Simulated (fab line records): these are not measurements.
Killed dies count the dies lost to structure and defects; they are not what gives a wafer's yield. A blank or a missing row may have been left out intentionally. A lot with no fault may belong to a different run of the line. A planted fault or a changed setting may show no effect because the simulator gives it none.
Chamber matching + flow n5-finfet + 4 sister chambers for N5_BEOL_M14_ETCH_59 on rie-diel-03
The step etches BARC in N2/H2, target depth 89 nm, overetch 26.7 nm, time 67.9 s. 8 wafers are shown with their chamber, then 10 later ones without.

## EACH WAFER AND ITS CHAMBER
| wafer  | chamber | throttle-valve-pct (%) | showerhead-plenum-p-Torr (Torr) |
|--------|---------|------------------------|---------------------------------|
| L081.4 | 0       | 18.30                  | 2.55                            |
| L083.4 | 3       | 17.86                  | 2.57                            |
| L083.5 | 0       | 18.34                  | 2.54                            |
| L086.2 | 1       | 17.60                  | 2.67                            |
| L086.4 | 2       | 18.26                  | 2.69                            |
| L086.6 | 3       | 17.86                  | 2.57                            |
| L089.3 | 1       | 17.63                  | 2.67                            |
| L089.4 | 2       | 18.28                  | 2.69                            |

## WAFERS WITH NO CHAMBER GIVEN
| wafer  | throttle-valve-pct (%) | showerhead-plenum-p-Torr (Torr) |
|--------|------------------------|---------------------------------|
| L089.5 | 17.62                  | 2.67                            |
| L090.2 | 18.28                  | 2.68                            |
| L090.5 | 17.62                  | 2.67                            |
| L090.6 | 18.30                  | 2.69                            |
| L093.3 | 18.37                  | 2.53                            |
| L093.4 | 18.29                  | 2.68                            |
| L093.5 | 17.90                  | 2.56                            |
| L094.2 | 17.90                  | 2.56                            |
| L094.3 | 18.31                  | 2.68                            |
| L094.5 | 18.38                  | 2.53                            |

## WHICH CHAMBER EACH ONE RAN IN
| wafer  | from the rows above | in truth |
|--------|---------------------|----------|
| L089.5 | 1                   | 1        |
| L090.2 | 2                   | 2        |
| L090.5 | 1                   | 1        |
| L090.6 | 2                   | 2        |
| L093.3 | 0                   | 0        |
| L093.4 | 2                   | 2        |
| L093.5 | 3                   | 3        |
| L094.2 | 3                   | 3        |
| L094.3 | 2                   | 2        |
| L094.5 | 0                   | 0        |
Correctly placed: 10 of 10. Not placeable from these rows: 0. Wrongly placed: 0.
How it was worked out, from the rows above alone: a wafer's distance from a chamber is the root of the sum, over the readings, of the square of ((its reading less the chamber's mean) divided by the reading's scatter). If the next closest chamber is less than 2 further off than the closest, the wafer can't be placed; otherwise it belongs to the closest. Each chamber's mean is taken over the wafers shown for it. The scatter: the root of (the sum of the squares of (reading less its chamber's mean) over the shown wafers, divided by (wafers less chambers)).
